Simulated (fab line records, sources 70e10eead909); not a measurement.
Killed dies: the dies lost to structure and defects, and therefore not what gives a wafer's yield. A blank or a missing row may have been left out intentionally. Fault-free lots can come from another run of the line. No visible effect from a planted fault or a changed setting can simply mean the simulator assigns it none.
Chamber matching | flow nandHarc | NHARC_A_STAIRCASE_TRIM_12 on rieDiel-11: 4 sister chambers
The step chemistry O2, time 211.2 s. 16 wafers are shown with their chamber, then 8 later ones without.

## EACH WAFER AND ITS CHAMBER
wafer  | chamber | drypumpMotorCurrentA (A) | showerheadPlenumPTorr (Torr) | oesProductAu (a.u.)
L077.1 | 1       | 5.2                      | 3.33                         | 0.974
L077.4 | 0       | 6.1                      | 3.57                         | 1.006
L077.6 | 1       | 5.2                      | 3.33                         | 0.973
L078.1 | 3       | 5.9                      | 3.49                         | 1.015
L078.3 | 0       | 6.1                      | 3.57                         | 1.008
L078.5 | 2       | 6.5                      | 3.58                         | 0.991
L082.2 | 0       | 6.1                      | 3.57                         | 1.011
L082.3 | 3       | 5.9                      | 3.49                         | 1.005
L082.5 | 0       | 6.1                      | 3.57                         | 1.004
L081.2 | 0       | 6.0                      | 3.57                         | 0.994
L081.3 | 1       | 5.2                      | 3.33                         | 0.971
L081.5 | 1       | 5.2                      | 3.33                         | 0.974
L085.1 | 0       | 6.1                      | 3.56                         | 1.006
L085.2 | 3       | 5.9                      | 3.48                         | 1.008
L085.6 | 1       | 5.2                      | 3.32                         | 0.976
L088.1 | 0       | 6.1                      | 3.56                         | 0.989

SIGNATURES (means of the wafers above)
reading               | chamber 0 | chamber 1 | chamber 2 | chamber 3 | scatter within a chamber
drypumpMotorCurrentA  | 6.086     | 5.200     | 6.500     | 5.900     | 0.0267
showerheadPlenumPTorr | 3.5671    | 3.3280    | 3.5800    | 3.4867    | 0.00491
oesProductAu          | 1.00257   | 0.97360   | 0.99100   | 1.00933   | 0.00612
Rule: a wafer's distance from a chamber is the root of the sum, over the readings, of the square of ((its reading less the chamber's mean) divided by the reading's scatter). The wafer belongs to the nearest chamber; if the next one is less than 2 further off, it can't be placed. The scatter: take each reading less its chamber's mean, square it, sum over the shown wafers, divide by the number of wafers less the number of chambers, and take the root.

## WAFERS WITHOUT THEIR CHAMBER
wafer  | drypumpMotorCurrentA (A) | showerheadPlenumPTorr (Torr) | oesProductAu (a.u.)
L088.2 | 6.5                      | 3.57                         | 0.983
L088.4 | 5.9                      | 3.48                         | 1.004
L090.2 | 6.1                      | 3.56                         | 1.003
L090.3 | 6.5                      | 3.57                         | 1.002
L090.4 | 5.9                      | 3.48                         | 1.005
L097.3 | 6.5                      | 3.55                         | 1.002
L097.4 | 6.1                      | 3.55                         | 0.989
L097.6 | 6.5                      | 3.55                         | 0.995

## WHICH CHAMBER EACH WENT THROUGH
wafer  | from the rows above | in truth
L088.2 | 2                   | 2
L088.4 | 3                   | 3
L090.2 | 0                   | 0
L090.3 | 2                   | 2
L090.4 | 3                   | 3
L097.3 | 2                   | 2
L097.4 | 0                   | 0
L097.6 | 2                   | 2
Placed correctly: 8 of 8. From these rows, 0 cannot be placed. Number placed wrongly: 0.
